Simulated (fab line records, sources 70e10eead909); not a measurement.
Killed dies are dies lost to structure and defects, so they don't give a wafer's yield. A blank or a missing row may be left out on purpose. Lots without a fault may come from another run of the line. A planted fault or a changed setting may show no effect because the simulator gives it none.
Which tool did it? | flow nand_harc | 13 lots, 39 wafers sampled, at 6 steps of a route of 1302

WHAT THE GAUGES READ, wafer by wafer
NHARC_A_BLC_INSPECT_28. Usual: raw_defect_count 505, standard deviation 120.
lot  | measured     | on                | raw_defect_count | flag
L893 | day 23 02:13 | defect_inspect-02 | 376 439 386      |
L894 | day 23 10:26 | defect_inspect-02 | 371 362 458      |
L895 | day 23 21:20 | defect_inspect-01 | 511 388 471      |
L896 | day 23 23:47 | defect_inspect-01 | 644 891 639      |
L901 | day 25 21:43 | defect_inspect-01 | 598 510 711      |
L899 | day 25 22:50 | defect_inspect-02 | 515 579 512      |
L906 | day 28 17:43 | defect_inspect-02 | 433 382 768      |
L908 | day 29 18:16 | defect_inspect-02 | 544 610 415      |
L909 | day 29 21:56 | defect_inspect-01 | 506 543 642      |
L910 | day 30 14:29 | defect_inspect-01 | 394 501 553      |
L913 | day 31 05:47 | defect_inspect-02 | 535 459 568      |
L914 | day 31 19:04 | defect_inspect-01 | 393 364 368      |
L915 | day 32 09:20 | defect_inspect-01 | 495 421 341      |

NHARC_A_M0_CD_MEAS_09: target cd 80 nm. Usual: cd_nm 80.4 nm, standard deviation 0.72.
lot  | measured     | on        | cd_nm (nm)     | flag
L893 | day 23 02:59 | cd_sem-03 | 80.3 80.8 80.2 |
L894 | day 23 11:12 | cd_sem-01 | 80.1 81.0 80.5 |
L895 | day 23 22:22 | cd_sem-03 | 80.7 80.0 79.9 |
L896 | day 24 00:34 | cd_sem-03 | 80.4 79.9 79.5 |
L901 | day 25 22:37 | cd_sem-02 | 86.5 85.8 86.5 | OFF
L899 | day 25 23:45 | cd_sem-01 | 86.6 85.8 85.8 | OFF
L906 | day 28 18:29 | cd_sem-01 | 80.2 81.1 79.9 |
L908 | day 29 19:10 | cd_sem-01 | 81.3 81.2 81.6 |
L909 | day 29 22:50 | cd_sem-03 | 80.6 81.2 80.1 |
L910 | day 30 15:17 | cd_sem-02 | 80.6 82.4 81.1 |
L913 | day 31 06:41 | cd_sem-01 | 80.8 80.2 81.0 |
L914 | day 31 19:50 | cd_sem-03 | 79.4 79.1 79.7 |
L915 | day 32 10:23 | cd_sem-02 | 81.3 80.1 79.8 |

NHARC_END_SORT_01. Usual: defect_limited_yield 91 %, standard deviation 3.2; killed_at_array 55, standard deviation 22; killed_at_other 0.9, standard deviation 1.2; killed_at_periphery 3.6, standard deviation 2.3; killed_dies 60, standard deviation 22; killed_open 3.2, standard deviation 1.9; killed_short 2.5, standard deviation 1.6.
lot  | measured     | on        | defect_limited_yield (%) | killed_at_array | killed_at_other | killed_at_periphery | killed_dies | killed_open | killed_short | flag
L895 | day 25 13:17 | prober-01 | 96 95 96                 | 23 26 22        | 0 1 1           | 5 10 3              | 28 37 26    | 2 6 2       | 5 1 1        |
L901 | day 27 16:01 | prober-02 | 87 88                    | 81 75           | 0 0             | 4 4                 | 85 79       | 3 3         | 4 1          |
L899 | day 28 01:18 | prober-01 | 89 88                    | 71 74           | 2 1             | 3 3                 | 76 78       | 3 3         | 3 1          |

WHICH TOOL RAN EACH LOT (tool, then ch and the chambers of the sampled wafers, then the start)
lot  | NHARC_A_BLC_DEGAS_30         | NHARC_A_BLC_CVD_24                       | NHARC_A_M0_PEB_07
L893 | pvd_sputter-02, day 23 00:48 | cvd_w-01 ch 0,1, day 23 02:13 or earlier | litho_track-04 ch 0, day 23 02:55
L894 | pvd_sputter-01, day 23 09:03 | cvd_w-01 ch 0,1, day 23 10:26 or earlier | litho_track-04 ch 0, day 23 11:07
L895 | pvd_sputter-01, day 23 19:58 | cvd_w-02 ch 0,1, day 23 21:20 or earlier | litho_track-04 ch 0, day 23 22:17
L896 | pvd_sputter-03, day 23 22:25 | cvd_w-02 ch 0,1, day 23 23:47 or earlier | litho_track-01 ch 0, day 24 00:29
L901 | pvd_sputter-02, day 25 20:20 | cvd_w-01 ch 1, day 25 21:43 or earlier   | litho_track-01 ch 0, day 25 22:32
L899 | pvd_sputter-03, day 25 21:28 | cvd_w-02 ch 0,1, day 25 22:50 or earlier | litho_track-01 ch 0, day 25 23:40
L906 | pvd_sputter-02, day 28 16:17 | cvd_w-02 ch 0,1, day 28 17:43 or earlier | litho_track-06 ch 0, day 28 18:24
L908 | pvd_sputter-03, day 29 16:40 | cvd_w-02 ch 0,1, day 29 18:16 or earlier | litho_track-06 ch 0, day 29 19:05
L909 | pvd_sputter-01, day 29 20:35 | cvd_w-01 ch 1, day 29 21:56 or earlier   | litho_track-04 ch 0, day 29 22:46
L910 | pvd_sputter-01, day 30 12:40 | cvd_w-01 ch 1, day 30 14:29 or earlier   | litho_track-06 ch 0, day 30 15:12
L913 | pvd_sputter-01, day 31 04:26 | cvd_w-02 ch 0,1, day 31 05:47 or earlier | litho_track-04 ch 0, day 31 06:37
L914 | pvd_sputter-01, day 31 17:43 | cvd_w-02 ch 1, day 31 19:04 or earlier   | litho_track-04 ch 0, day 31 19:45
L915 | pvd_sputter-01, day 32 07:55 | cvd_w-01 ch 0,1, day 32 09:20 or earlier | litho_track-01 ch 0, day 32 10:18
- NHARC_A_BLC_DEGAS_30: time 60 s.
- NHARC_A_BLC_CVD_24: deposits W, target thk 150 nm, time 434 s.
- NHARC_A_M0_PEB_07: peb time 65 s.

WHAT THE TOOLS THEMSELVES READ (means of the sampled wafers that have a number; where no wafer has one, the mark that the record gives instead)
NHARC_A_BLC_DEGAS_30. Usual: heater_power_w 459 W, standard deviation 44; susceptor_temp_C 299.98 C, standard deviation 0.21.
lot  | tool           | heater_power_w (W) | susceptor_temp_C (C) | flag
L893 | pvd_sputter-02 | 489                | 299.89               |
L894 | pvd_sputter-01 | 454                | 299.92               |
L895 | pvd_sputter-01 | 432                | 299.82               |
L896 | pvd_sputter-03 | 483                | 300.10               |
L901 | pvd_sputter-02 | 459                | 300.04               |
L899 | pvd_sputter-03 | 423                | 299.94               |
L906 | pvd_sputter-02 | 447                | 299.90               |
L908 | pvd_sputter-03 | 458                | 300.02               |
L909 | pvd_sputter-01 | 432                | 300.14               |
L910 | pvd_sputter-01 | 451                | 300.01               |
L913 | pvd_sputter-01 | 408                | 300.12               |
L914 | pvd_sputter-01 | 463                | -                    | OFF
L915 | pvd_sputter-01 | 430                | 300.01               |

NHARC_A_BLC_CVD_24. Usual: heater_power_outer_w 247 W, standard deviation 16; heater_power_w 436 W, standard deviation 41; susceptor_temp_C 299.98 C, standard deviation 0.19; throttle_valve_pct 8.12 %, standard deviation 0.17.
lot  | tool     | heater_power_outer_w (W) | heater_power_w (W) | susceptor_temp_C (C) | throttle_valve_pct (%) | flag
L893 | cvd_w-01 | 247                      | 439                | 300.01               | 8.16                   |
L894 | cvd_w-01 | 248                      | 444                | -                    | 8.11                   | OFF
L895 | cvd_w-02 | 254                      | 428                | -                    | 8.13                   | OFF
L896 | cvd_w-02 | 254                      | 426                | 300.12               | 8.24                   |
L901 | cvd_w-01 | 247                      | 420                | 299.83               | 8.01                   |
L899 | cvd_w-02 | 256                      | 434                | 299.94               | 8.20                   |
L906 | cvd_w-02 | 244                      | 440                | 299.97               | 8.16                   |
L908 | cvd_w-02 | 247                      | 441                | 299.76               | 8.21                   |
L909 | cvd_w-01 | 249                      | 419                | -                    | 8.21                   | OFF
L910 | cvd_w-01 | 249                      | 423                | 300.04               | 8.14                   |
L913 | cvd_w-02 | 242                      | 406                | -                    | 8.17                   | OFF
L914 | cvd_w-02 | 225                      | 391                | -                    | 8.13                   | OFF
L915 | cvd_w-01 | 244                      | 448                | -                    | 7.80                   | OFF

THE ANSWER, worked out from the rows above alone
Rule: a lot is off if the mean of its wafers that have a number lies more than 3 standard deviations from the usual mean. A lot without any number at a reading at which 4 lots or more have one is off too. The other lots that the step has rows for count as sound. The gauges are gone through in route order, then the tools' own readings, and for those a lot's mean is taken as printed above. The first step at which some lot is off is used, and at that step the reading that is off furthest; a lot without a number counts as furthest.
Off: L901, L899, at NHARC_A_M0_CD_MEAS_09 (cd_nm).
A tool fits if, at a process step before that reading, it ran every lot that is off, and no sound lot after the first of them. The gauges at NHARC_A_M0_CD_MEAS_09 are tried like those tools. NHARC_A_BLC_CVD_24 gives no start for some lots, so the hours and the order of its lots are those of NHARC_A_BLC_INSPECT_28. None of those tried fits.

WHAT THE SIMULATOR HAD PUT IN
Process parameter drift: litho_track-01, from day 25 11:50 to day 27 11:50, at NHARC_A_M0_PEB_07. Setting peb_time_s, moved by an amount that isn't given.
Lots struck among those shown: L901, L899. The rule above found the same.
